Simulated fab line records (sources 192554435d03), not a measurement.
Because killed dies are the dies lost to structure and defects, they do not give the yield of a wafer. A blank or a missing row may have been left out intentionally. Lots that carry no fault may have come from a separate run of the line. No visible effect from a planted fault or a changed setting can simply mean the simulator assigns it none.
fab line records	flow n5_finfet
[record] lots = 4	wafers = 12	last_day = 17
route steps=1938 shown FIN_CUT@175 STI_FIN_REVEAL@183 BEOL_M4@1111 PASSIVATION@1936
lots with no fault: from the same line, run without faults
start_h: hours from the record's opening day to when the first of the lot's shown wafers began	wait_h: hours elapsed since this lot's preceding step	" as in the row above	L1.1+2: a single row standing in for several wafers	- no value, or no start given	* or withheld: withheld	< > ~ a bound
route shown NAME@n: a module of which the file shows steps, and the number in the route of the first	usual: mean/standard deviation taken from wafers without a fault	same: alike in all rows	chamber/n: place in a boat	sites: each site's reading	_std_site: the values' standard deviation	_edge_site: inner sites' mean taken away from outer sites' mean	radius_mm: for every site, how far away it sits from the centre of the wafer	mask NAME#n: copy n	behind: the most recent tool/chamber to have shaped the wafer	hold: what put the lot on hold/how long, in hours/how the hold closed	device: names the non-switching transistor (n, p or np)	end of line: the tests these same wafers got at the end of their route	a step given without rows: its recipe and nothing more	killed: count of dies lost to structure and defects at first sort (not the wafer's yield)	map: a wafer's dies, marking killed ones x, the rest . and places with no die _
set.NAME: the setting as run; set.NAME@STEP: as run at that earlier step	model.NAME: the simulator's own value behind a step, which no gauge read
a table for each step, a row for each wafer; lots at some steps of the route
services: when a tool's chamber went out of use (start_h, in hours from the record's first day, below 0 if earlier), for how many hours, and the reason
[[steps]]
[step N5_FIN_CUT_PRECLEAN_35]
[recipe] time_s = 13.3	temp_c = 45	pressure_torr = 125	p_hf_torr = 3	p_coreactant_torr = 25	chemistry = vHF
[step N5_FIN_CUT_CUT_ETCH_15]
[recipe] chemistry = HBr/Cl2/O2	target = Si	target_depth_a = 1000	bt_time_s = 10	mask_material = SOC	time_s = 42.4	ion_energy_ev = *	bias_w = *	pressure_mtorr = 10	icp_w = 800	HBr_flow_sccm = 150	Cl2_flow_sccm = 80	O2_flow_sccm = 12
[step N5_FIN_CUT_CUT_ETCH_28]
[recipe] chemistry = HBr/Cl2/O2	target = Si	target_depth_a = 60	mask_material = SOC	time_s = 2.4	ion_energy_ev = *	bias_w = *	pressure_mtorr = 10	icp_w = 800	HBr_flow_sccm = 150	Cl2_flow_sccm = 80	O2_flow_sccm = 12
[step N5_FIN_CUT_STRIP_22]
[recipe] chemistry = N2/H2	power_w = 500	temp_c = 40	pressure_mtorr = 50	rf_frequency_hz = 6e+07	overash_fraction = 0.3	bias_power_w = 8	h2_frac = 0.5	n2_flow_sccm = 300	h2_flow_sccm = 300
[step N5_FIN_CUT_PRECLEAN_36]
[recipe] chemistry = O3/DIW	time_s = 60	temp_c = 22	o3_ppm = 10
[step N5_FIN_CUT_SRD_32]
[recipe] dry = ipa_marangoni	time_s = 30	temp_c = 23	rinse_liquid = diw
[step N5_FIN_CUT_UV_OZONE_34]
[recipe] time_s = 120	pressure_torr = 760	temp_c = 25
[step N5_STI_FIN_REVEAL_ALD_00]
[recipe] material = SiO2	target_thk_a = 10	temp_c = 300	ald_precursor_family = BDEAS	ald_co_reactant = O2-plasma	pulse_time_s = 1	pressure_torr = 2
[step N5_STI_FIN_REVEAL_ALD_14]
[recipe] material = Si3N4	target_thk_a = 30	temp_c = 400	ald_precursor_family = SiH2I2	ald_co_reactant = N2/H2-plasma	pressure_torr = 2
[step N5_STI_FIN_REVEAL_FCVD_FILL_01]
[recipe] material = SiO2_flowable	target_thk_a = 3120	temp_c = 100	pressure_torr = 0.8	rf_w = 2000	time_s = 512.2
[step N5_STI_FIN_REVEAL_DENSIFY_02]
[recipe] temp_c = 650	ambient = steam	time_s = 1800	idle_temp_c = 400	densification_p_h2o_torr = 640
[step N5_STI_FIN_REVEAL_CMP_04]
[recipe] stop_on = Si3N4	t_overpolish_s = 4	down_force_psi = 2	platen_rpm = 54.18	post_cmp_clean = alkaline_brush	pad_velocity_m_s = 1.078	target_thk_nm = 131.83
[usual] edge_zone_pressure_frac = 1.000/0.0046	head_pressure_psi = 1.999/0.0047	motor_current_A = 8.2/0.8	overpolish_run_s = 4.000/0.0089	pad_life_wafers = 1116/670	time_to_endpoint_s = 107/5.9
lot.wafer	tool	chamber	start_h	wait_h	edge_zone_pressure_frac	head_pressure_psi	motor_current_A	overpolish_run_s	pad_life_wafers	time_to_endpoint_s	model.SiO2_flowable_of_STI_FIN_REVEAL_FCVD_FILL_01.thk_nm
L895.2	cmp-04	1	69.53	0.1	0.995	2.006	8.6	3.997	1070	108	133
L895.5	"	3	"	"	1.003	2.004	7.4	3.994	-	100	131.4
L895.6	"	0	"	"	1.007	2.003	7.9	4.001	-	105	132.4
L902.1	cmp-04	1	113.39	0.1	-	-	-	-	-	-	317.4
L902.2	"	2	"	"	-	-	-	-	-	-	316.6
L902.4	"	3	"	"	-	-	-	-	-	-	313.4
L903.4	cmp-03	1	118.37	0.0	-	-	-	-	-	-	313.4
L903.6	"	1	"	"	-	-	-	-	-	-	312.4
L903.5	"	2	"	"	-	-	-	-	-	-	312.6
L911.2	cmp-02	2	165.03	0.0	1.005	1.996	7.2	4.011	768	108	131
L911.4	"	1	"	"	0.991	2.000	9.8	3.991	771	109	131.8
L911.6	"	2	"	"	1.008	1.997	6.9	4.007	-	111	131.2
[step N5_STI_FIN_REVEAL_THK_MEAS_05]
[usual] thk_nm = 131.9/0.87
lot.wafer	tool	chamber	start_h	wait_h	thk_nm
L895.2	film_metro-02	-	69.74	-	133.0
L895.5	"	-	"	"	131.7
L895.6	"	-	"	"	132.4
L902.1	film_metro-01	-	113.64	0.2	317.5
L902.2	"	-	"	"	316.8
L902.4	"	-	"	"	313.7
L903.4	film_metro-02	-	118.66	0.3	313.5
L903.5	"	-	"	"	312.6
L903.6	"	-	"	"	312.7
L911.2	film_metro-02	-	165.33	-	131.1
L911.4	"	-	"	"	131.8
L911.6	"	-	"	"	131.4
[step N5_STI_FIN_REVEAL_DENSIFY_30]
[recipe] temp_c = *	time_s = *	ambient = N2	idle_temp_c = 600	ramp_up_c_per_s = 150	ramp_down_c_per_s = 60	cool_to_c = 600
[step N5_STI_FIN_REVEAL_ETCHBACK_08]
[recipe] chemistry = C4F6/O2	target = SiO2	target_depth_a = 305	time_s = 10.167	ion_energy_ev = 250	pressure_mtorr = 30	source_w = 345	bias_w = 185	Ar_flow_sccm = 300	C4F6_flow_sccm = 10	O2_flow_sccm = 10
[usual] drypump_motor_current_A = 5.4/0.37	oes_o_777_au = 0.80/0.092	oes_product_au = 0.79/0.094	rf_vpp_V = 667/8	showerhead_plenum_p_Torr = 2.85/0.075	throttle_valve_pct = 21.31/0.2
lot.wafer	tool	chamber	start_h	wait_h	drypump_motor_current_A	oes_o_777_au	oes_product_au	rf_hours_counter_h	rf_vpp_V	showerhead_plenum_p_Torr	throttle_valve_pct
L895.2	rie_diel-02	2	70.07	0.2	5.0	0.75	0.75	138	657	2.75	21.51
L895.5	"	2	"	"	5.0	0.75	0.75	-	658	2.75	21.51
L895.6	"	1	"	"	5.3	0.69	0.68	-	674	2.81	21.24
L902.1	rie_diel-01	3	113.90	0.2	6.2	0.86	1.39	72	673	2.99	21.95
L902.2	"	2	"	"	5.6	1.01	1.63	1	679	3.02	21.10
L902.4	"	0	"	"	5.9	0.69	1.11	246	667	2.92	21.75
L903.4	rie_diel-02	1	118.90	0.1	5.3	0.68	1.08	249	674	2.80	21.68
L903.5	"	2	"	"	5.0	0.74	1.19	-	656	2.74	21.93
L903.6	"	3	"	"	4.9	0.77	1.22	-	675	2.86	21.58
L911.2	rie_diel-02	0	165.60	0.2	5.6	0.76	0.75	172	659	2.84	21.49
L911.4	"	3	"	"	4.9	0.75	0.74	156	674	2.85	21.20
L911.6	"	3	"	"	4.9	0.75	0.76	-	673	2.85	21.22
[step N5_STI_FIN_REVEAL_STRIP_24]
[recipe] chemistry = N2/H2	time_s = 90	power_w = 100	temp_c = 40	pressure_mtorr = 100	rf_frequency_hz = 6e+07	bias_power_w = 3	n2_flow_sccm = 300	h2_flow_sccm = 300
[step N5_STI_FIN_REVEAL_PRECLEAN_25]
[recipe] chemistry = SPM	time_s = 90	temp_c = 120	mix = 4:1
[step N5_STI_FIN_REVEAL_PRECLEAN_26]
[recipe] chemistry = SC1	time_s = 45	temp_c = 46	mix = 1:2:100
[step N5_STI_FIN_REVEAL_PRECLEAN_29]
[recipe] chemistry = DHF	time_s = 30	temp_c = 25	dilution = 300:1
[step N5_STI_FIN_REVEAL_SRD_12]
[recipe] time_s = 30	temp_c = 23	rinse_liquid = diw	dry = ipa_marangoni
[step N5_STI_FIN_REVEAL_RECESS_09]
[recipe] chemistry = HF/NH3	target = SiO2	afs_cycles = 11	target_depth_a = 425	temp_c = 30	sublimation_temp_c = 180	sublimation_time_s = 60
[step N5_STI_FIN_REVEAL_STRIP_16]
[recipe] chemistry = H3PO4	material = SiNx	temp_c = 165	target_depth_a = 238	overetch_fraction = 0.4964	dry = ipa_marangoni
[step N5_STI_FIN_REVEAL_PRECLEAN_17]
[recipe] chemistry = NF3:NH3	afs_cycles = 1	temp_c = 30	time_s = 20	sublimation_temp_c = 180	sublimation_time_s = 60	pressure_torr = 3	rf_power_w = 30
[step N5_STI_FIN_REVEAL_ETCH_34]
[recipe] chemistry = H2	mode = isotropic	material = Si	target = Si	target_depth_a = 9.7	temp_c = 20	pressure_mtorr = 4.5	icp_w = 300	bias_w = 0	h2_flow_sccm = 7.5	he_flow_sccm = 142.5
[step N5_STI_FIN_REVEAL_OXIDATION_31]
[recipe] chemistry = O2_PLASMA_REMOTE	temp_c = 150	time_s = 20	pressure_mtorr = 1000	source_power_w = 2000	o2_flow_sccm = 3000
[step N5_STI_FIN_REVEAL_PRECLEAN_32]
[recipe] chemistry = NF3:NH3	afs_cycles = 1	temp_c = 30	time_s = 20	sublimation_temp_c = 180	sublimation_time_s = 60	pressure_torr = 3	rf_power_w = 30
[step N5_STI_FIN_REVEAL_STRIP_35]
[recipe] chemistry = H3PO4	material = Si3N4	temp_c = 165	target_depth_a = 40	time_s = 39
[step N5_STI_FIN_REVEAL_SRD_21]
[recipe] dry = ipa_marangoni	time_s = 30	temp_c = 23	rinse_liquid = diw
[step N5_STI_FIN_REVEAL_OXIDATION_33]
[recipe] chemistry = O2_PLASMA_REMOTE	temp_c = 150	time_s = 20	pressure_mtorr = 1000	source_power_w = 2000	o2_flow_sccm = 3000
[step N5_STI_FIN_REVEAL_CLEAN_19]
[recipe] chemistry = O3/DIW	temp_c = 25	time_s = 120	o3_ppm = 10
[step N5_STI_FIN_REVEAL_SRD_23]
[recipe] dry = ipa_marangoni	time_s = 30	temp_c = 23	rinse_liquid = diw
[step N5_STI_FIN_REVEAL_PRECLEAN_18]
[recipe] chemistry = SC2	time_s = 45	temp_c = 35	mix = 1:1:50
[step N5_STI_FIN_REVEAL_SRD_28]
[recipe] dry = ipa_marangoni	time_s = 30	temp_c = 23	rinse_liquid = diw
[step N5_STI_FIN_REVEAL_INSPECT_13]
[recipe] inspect_instrument = darkfield	mode = post_clean
[usual] raw_defect_count = 12/5.7
lot.wafer	tool	chamber	start_h	wait_h	raw_defect_count
L895.2	defect_inspect-01	-	73.11	0.0	17
L895.5	"	-	"	"	8
L895.6	"	-	"	"	17
L902.1	defect_inspect-01	-	116.94	0.0	104
L902.2	"	-	"	"	97
L902.4	"	-	"	"	88
L903.4	defect_inspect-02	-	121.98	0.0	124
L903.5	"	-	"	"	157
L903.6	"	-	"	"	204
L911.2	defect_inspect-02	-	168.64	0.0	22
L911.4	"	-	"	"	10
L911.6	"	-	"	"	8
[step N5_BEOL_M4_RC_MEAS_101]
[usual] DIBL_N = 36.4/1.5	DIBL_P = 36.4/1.6	IOFF_N = 0.164/0.025	IOFF_P = 0.214/0.028	ION_N = 675/9.9	ION_P = 463/6.5	SS_N = 71.5/0.5	SS_P = 73.3/0.56	VT_N = 249.2/2.7	VT_P = -250.1/2.8
lot.wafer	tool	chamber	start_h	wait_h	DIBL_N[mV/V]	DIBL_P[mV/V]	IOFF_N[nA/um]	IOFF_P[nA/um]	ION_N[uA/um]	ION_P[uA/um]	SS_N[mV/dec]	SS_P[mV/dec]	VT_N[mV]	VT_P[mV]
L895.2	prober-01	0	205.09	0.2	36.7	37.9	0.170	0.231	676	466	72.4	73.5	250.0	-249.0
L895.5	"	0	"	"	37.9	40.2	0.198	0.263	683	468	71.8	74.4	247.6	-246.9
L895.6	"	0	"	"	37.3	39.3	0.174	0.245	674	458	72.2	74.0	248.1	-249.2
L911.2	prober-02	0	304.17	0.8	37.1	37.6	0.163	0.228	663	461	71.3	73.1	248.3	-248.4
L911.4	"	0	"	"	37.7	39.5	0.195	0.269	686	470	71.9	74.1	247.5	-247.2
L911.6	"	0	"	"	34.9	35.4	0.131	0.190	678	465	71.3	72.3	251.5	-250.0
[step N5_PASSIVATION_PROBE_49]
[usual] defect_limited_yield = 91.1/1.4	killed_at_M0_to_M3 = 35/8.7	killed_at_M4_up = 14/5.3	killed_at_contacts = 12/6.2	killed_at_front_end = 41/12	killed_at_other = 3.4/2.6	killed_dies = 105/16	killed_on_rim = 14/3.8	killed_open = 67/13	killed_short = 36/7.3	sort_bin_5_function = 5.2/0.96	sort_bin_6_memory = 3.3/0.6	sort_n_pass = 1075/16	sort_yield_pct = 91.1/1.4
[same] gross_dies = 1180	killed_at_back_side = 0	sort_bin_4_leakage[%] = 0	sort_bin_8_speed[%] = 0
lot.wafer	tool	chamber	start_h	wait_h	defect_limited_yield[%]	killed_at_M0_to_M3	killed_at_M4_up	killed_at_contacts	killed_at_front_end	killed_at_other	killed_dies	killed_on_rim	killed_open	killed_short	sort_bin_5_function[%]	sort_bin_6_memory[%]	sort_n_pass	sort_yield_pct[%]
L902.1	prober-02	-	345.30	0.0	0	31	24	6	1119	0	1180	152	66	36	96.8	3.0	0	0
L902.2	prober-02	-	345.35	0.1	0	35	20	13	1107	5	1180	152	72	24	96.9	3.0	0	0
L902.4	prober-02	-	345.45	0.2	0	40	27	2	1103	8	1180	152	56	36	96.6	2.9	0	0
L903.4	prober-02	-	346.68	0.4	0	22	15	8	1130	5	1180	152	46	38	96.8	3.1	0	0
L903.5	prober-02	-	346.73	0.5	0	48	17	7	1107	1	1180	152	62	41	96.2	3.6	0	0
L903.6	prober-02	-	346.78	0.5	0	24	15	13	1128	0	1180	152	46	32	96.9	2.5	0	0
L911.2	prober-02	-	413.65	0.1	92.3	27	10	14	38	2	91	7	49	41	4.1	3.2	1089	92.3
L911.4	prober-02	-	413.75	0.2	92.2	47	12	8	22	3	92	14	58	34	4.2	3.5	1088	92.2
L911.6	prober-02	-	413.85	0.3	93.6	34	10	6	25	1	76	9	50	26	4.1	2.2	1104	93.6
// killed by level:class
L902.1 STI_FIN_REVEAL:area_cmp=1074 BEOL_M3:geometric_particle:open=11 BEOL_M4:geometric_particle:open=11 DUMMY_GATE:geometric_particle:open=8 FIN_SAQP:geometric_particle:open=7 MOL_CONTACT_COAG:geometric_particle:open=5 BEOL_M0_SAQP:geometric_particle:short=5 BEOL_M4:geometric_particle:short=5
L902.2 STI_FIN_REVEAL:area_cmp=1083 MOL_CONTACT_COAG:geometric_particle:open=12 BEOL_M4:geometric_particle:open=12 BEOL_M0_SAQP:geometric_particle:short=9 BEOL_M0_SAQP:geometric_particle:open=7 FIN_SAQP:geometric_particle:open=6 BEOL_M2:geometric_particle:open=6 BEOL_M3:geometric_particle:open=6
L902.4 STI_FIN_REVEAL:area_cmp=1087 BEOL_M0_SAQP:geometric_particle:open=10 BEOL_M0_SAQP:geometric_particle:short=9 BEOL_M4:geometric_particle:open=9 BEOL_M1:geometric_particle:open=6 BEOL_M1:geometric_particle:short=6 BEOL_M2:geometric_particle:open=5 BEOL_M7:geometric_particle:open=5
L903.4 STI_FIN_REVEAL:area_cmp=1094 FIN_SAQP:geometric_particle:open=10 BEOL_M0_SAQP:geometric_particle:short=8 BEOL_M0_SAQP:geometric_particle:open=8 GATE_CUT:geometric_particle:short=6 MOL_CONTACT_COAG:geometric_particle:open=6 BEOL_M4:geometric_particle:short=6 STARTING-WAFER:geometric_particle:open=5
L903.5 STI_FIN_REVEAL:area_cmp=1075 BEOL_M0_SAQP:geometric_particle:open=17 BEOL_M0_SAQP:geometric_particle:short=15 STI_FIN_REVEAL:geometric_particle:open=10 FIN_SAQP:geometric_particle:short=6 MOL_CONTACT_COAG:geometric_particle:open=6 BEOL_M4:geometric_particle:open=6 BEOL_M1:geometric_particle:open=5
L903.6 STI_FIN_REVEAL:area_cmp=1102 BEOL_M0_SAQP:geometric_particle:short=11 MOL_CONTACT_COAG:geometric_particle:open=10 STI_FIN_REVEAL:geometric_particle:open=7 BEOL_M1:geometric_particle:open=7 BEOL_M4:geometric_particle:open=7 GATE_CUT:geometric_particle:short=6 BEOL_M0_SAQP:geometric_particle:open=4
L911.2 MOL_CONTACT_COAG:geometric_particle:open=9 STARTING-WAFER:geometric_particle:short=9 BEOL_M0_SAQP:geometric_particle:short=7 BEOL_M1:geometric_particle:open=6 FIN_SAQP:geometric_particle:open=5 DUMMY_GATE:geometric_particle:open=5 MOL_CONTACT_COAG:geometric_particle:short=5 BEOL_M0_SAQP:geometric_particle:open=5
L911.4 BEOL_M0_SAQP:geometric_particle:short=17 BEOL_M0_SAQP:geometric_particle:open=14 MOL_CONTACT_COAG:geometric_particle:open=7 BEOL_M1:geometric_particle:open=6 STARTING-WAFER:geometric_particle:open=6 DUMMY_GATE:geometric_particle:open=5 BEOL_M4:geometric_particle:short=4 BEOL_M3:geometric_particle:open=3
L911.6 BEOL_M0_SAQP:geometric_particle:short=11 BEOL_M0_SAQP:geometric_particle:open=9 STI_FIN_REVEAL:geometric_particle:open=8 MOL_CONTACT_COAG:geometric_particle:open=6 BEOL_M1:geometric_particle:open=6 FIN_SAQP:geometric_particle:open=4 DUMMY_GATE:geometric_particle:open=4 BEOL_M3:geometric_particle:open=4
// map L902.1 (x killed, . not)
_________________xxxxxxxxxxxx________________
______________xxxxxxxxxxxxxxxxxx_____________
___________xxxxxxxxxxxxxxxxxxxxxxxx__________
__________xxxxxxxxxxxxxxxxxxxxxxxxxx_________
________xxxxxxxxxxxxxxxxxxxxxxxxxxxxxx_______
_______xxxxxxxxxxxxxxxxxxxxxxxxxxxxxxxx______
______xxxxxxxxxxxxxxxxxxxxxxxxxxxxxxxxxx_____
_____xxxxxxxxxxxxxxxxxxxxxxxxxxxxxxxxxxxx____
____xxxxxxxxxxxxxxxxxxxxxxxxxxxxxxxxxxxxxx___
___xxxxxxxxxxxxxxxxxxxxxxxxxxxxxxxxxxxxxxxx__
___xxxxxxxxxxxxxxxxxxxxxxxxxxxxxxxxxxxxxxxx__
__xxxxxxxxxxxxxxxxxxxxxxxxxxxxxxxxxxxxxxxxxx_
__xxxxxxxxxxxxxxxxxxxxxxxxxxxxxxxxxxxxxxxxxx_
_xxxxxxxxxxxxxxxxxxxxxxxxxxxxxxxxxxxxxxxxxxxx
_xxxxxxxxxxxxxxxxxxxxxxxxxxxxxxxxxxxxxxxxxxxx
_xxxxxxxxxxxxxxxxxxxxxxxxxxxxxxxxxxxxxxxxxxxx
_xxxxxxxxxxxxxxxxxxxxxxxxxxxxxxxxxxxxxxxxxxxx
_xxxxxxxxxxxxxxxxxxxxxxxxxxxxxxxxxxxxxxxxxxxx
_xxxxxxxxxxxxxxxxxxxxxxxxxxxxxxxxxxxxxxxxxxxx
_xxxxxxxxxxxxxxxxxxxxxxxxxxxxxxxxxxxxxxxxxxxx
_xxxxxxxxxxxxxxxxxxxxxxxxxxxxxxxxxxxxxxxxxxxx
__xxxxxxxxxxxxxxxxxxxxxxxxxxxxxxxxxxxxxxxxxx_
__xxxxxxxxxxxxxxxxxxxxxxxxxxxxxxxxxxxxxxxxxx_
___xxxxxxxxxxxxxxxxxxxxxxxxxxxxxxxxxxxxxxxx__
___xxxxxxxxxxxxxxxxxxxxxxxxxxxxxxxxxxxxxxxx__
____xxxxxxxxxxxxxxxxxxxxxxxxxxxxxxxxxxxxxx___
_____xxxxxxxxxxxxxxxxxxxxxxxxxxxxxxxxxxxx____
______xxxxxxxxxxxxxxxxxxxxxxxxxxxxxxxxxx_____
_______xxxxxxxxxxxxxxxxxxxxxxxxxxxxxxxx______
________xxxxxxxxxxxxxxxxxxxxxxxxxxxxxx_______
__________xxxxxxxxxxxxxxxxxxxxxxxxxx_________
___________xxxxxxxxxxxxxxxxxxxxxxxx__________
______________xxxxxxxxxxxxxxxxxx_____________
_________________xxxxxxxxxxxx________________
// map L903.4 (x killed, . not)
_________________xxxxxxxxxxxx________________
______________xxxxxxxxxxxxxxxxxx_____________
___________xxxxxxxxxxxxxxxxxxxxxxxx__________
__________xxxxxxxxxxxxxxxxxxxxxxxxxx_________
________xxxxxxxxxxxxxxxxxxxxxxxxxxxxxx_______
_______xxxxxxxxxxxxxxxxxxxxxxxxxxxxxxxx______
______xxxxxxxxxxxxxxxxxxxxxxxxxxxxxxxxxx_____
_____xxxxxxxxxxxxxxxxxxxxxxxxxxxxxxxxxxxx____
____xxxxxxxxxxxxxxxxxxxxxxxxxxxxxxxxxxxxxx___
___xxxxxxxxxxxxxxxxxxxxxxxxxxxxxxxxxxxxxxxx__
___xxxxxxxxxxxxxxxxxxxxxxxxxxxxxxxxxxxxxxxx__
__xxxxxxxxxxxxxxxxxxxxxxxxxxxxxxxxxxxxxxxxxx_
__xxxxxxxxxxxxxxxxxxxxxxxxxxxxxxxxxxxxxxxxxx_
_xxxxxxxxxxxxxxxxxxxxxxxxxxxxxxxxxxxxxxxxxxxx
_xxxxxxxxxxxxxxxxxxxxxxxxxxxxxxxxxxxxxxxxxxxx
_xxxxxxxxxxxxxxxxxxxxxxxxxxxxxxxxxxxxxxxxxxxx
_xxxxxxxxxxxxxxxxxxxxxxxxxxxxxxxxxxxxxxxxxxxx
_xxxxxxxxxxxxxxxxxxxxxxxxxxxxxxxxxxxxxxxxxxxx
_xxxxxxxxxxxxxxxxxxxxxxxxxxxxxxxxxxxxxxxxxxxx
_xxxxxxxxxxxxxxxxxxxxxxxxxxxxxxxxxxxxxxxxxxxx
_xxxxxxxxxxxxxxxxxxxxxxxxxxxxxxxxxxxxxxxxxxxx
__xxxxxxxxxxxxxxxxxxxxxxxxxxxxxxxxxxxxxxxxxx_
__xxxxxxxxxxxxxxxxxxxxxxxxxxxxxxxxxxxxxxxxxx_
___xxxxxxxxxxxxxxxxxxxxxxxxxxxxxxxxxxxxxxxx__
___xxxxxxxxxxxxxxxxxxxxxxxxxxxxxxxxxxxxxxxx__
____xxxxxxxxxxxxxxxxxxxxxxxxxxxxxxxxxxxxxx___
_____xxxxxxxxxxxxxxxxxxxxxxxxxxxxxxxxxxxx____
______xxxxxxxxxxxxxxxxxxxxxxxxxxxxxxxxxx_____
_______xxxxxxxxxxxxxxxxxxxxxxxxxxxxxxxx______
________xxxxxxxxxxxxxxxxxxxxxxxxxxxxxx_______
__________xxxxxxxxxxxxxxxxxxxxxxxxxx_________
___________xxxxxxxxxxxxxxxxxxxxxxxx__________
______________xxxxxxxxxxxxxxxxxx_____________
_________________xxxxxxxxxxxx________________
[[services]]
tool	chamber	start_h	hours	kind
cmp-02	-	52.52	4.0	pm
cmp-02	-	56.52	-	consumable_replace:conditioner
cmp-02	-	56.52	-	consumable_replace:pad
rie_diel-02	1	60.43	7.0	repair
rie_diel-01	1	63.32	3.7	repair
cmp-04	-	77.94	1.9	repair
rie_diel-01	2	95.82	-	clean
rie_diel-01	2	95.82	-	consumable_replace:focus_ring
rie_diel-01	2	95.82	-	consumable_replace:showerhead
rie_diel-01	2	95.82	15.9	scheduled_down
rie_diel-01	2	95.82	15.9	vent_cycle
cmp-02	-	105.47	11.0	pm
rie_diel-01	1	105.60	1.4	repair
rie_diel-02	1	119.95	-	clean
rie_diel-02	1	119.95	-	consumable_replace:focus_ring
rie_diel-02	1	119.95	15.3	scheduled_down
rie_diel-02	1	119.95	15.3	vent_cycle
rie_diel-01	0	125.47	-	clean
rie_diel-01	0	125.47	-	consumable_replace:focus_ring
rie_diel-01	0	125.47	24.0	scheduled_down
rie_diel-01	0	125.47	24.0	vent_cycle
cmp-03	-	139.74	4.0	pm
cmp-04	-	147.90	5.3	pm
cmp-04	-	154.33	19.0	pm
[[key]]
[first_sign] step = N5_STI_FIN_REVEAL_CMP_04	reading = tool_record	direction = missing
[effect] step = N5_STI_FIN_REVEAL_THK_MEAS_05	reading = thk_nm	direction = up	sigmas = 99+	usual = *	struck = *
[effect] step = N5_STI_FIN_REVEAL_ETCHBACK_08	reading = oes_product_au	direction = up	sigmas = 5.1	usual = 0.79	struck = 1.27
[effect] step = N5_STI_FIN_REVEAL_INSPECT_13	reading = raw_defect_count	direction = up	sigmas = 21	usual = 12	struck = 129
[effect] step = N5_PASSIVATION_PROBE_49	reading = sort_bin_5_function	direction = up	sigmas = 95	usual = 5.2	struck = 96.7
[model_effect] step = N5_STI_FIN_REVEAL_CMP_04	value = SiO2_flowable_of_STI_FIN_REVEAL_FCVD_FILL_01.thk_nm	without = 131.1	struck = 314.3
[more_kills_born_at] N5_STI_FIN_REVEAL_CMP_04@cmp-03 = 3264	N5_STI_FIN_REVEAL_CMP_04@cmp-04 = 3241
met_at N5_STI_FIN_REVEAL_CMP_04
struck_wafers L902.1,L902.2,L902.4,L903.4,L903.5,L903.6
later_rows_left_out L902.1,L902.2,L902.4,L903.4,L903.5,L903.6
onset_between 69.53 113.39
[fault] kind = skipped_step_whole	tool = cmp-03,cmp-04	chamber = -	onset_h = 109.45	steps = N5_STI_FIN_REVEAL_CMP_04	scope = struck_lots_only
// later_rows_left_out: the simulator's readings of these wafers behind a module that went badly wrong aren't trusted and aren't shown, but for the sort
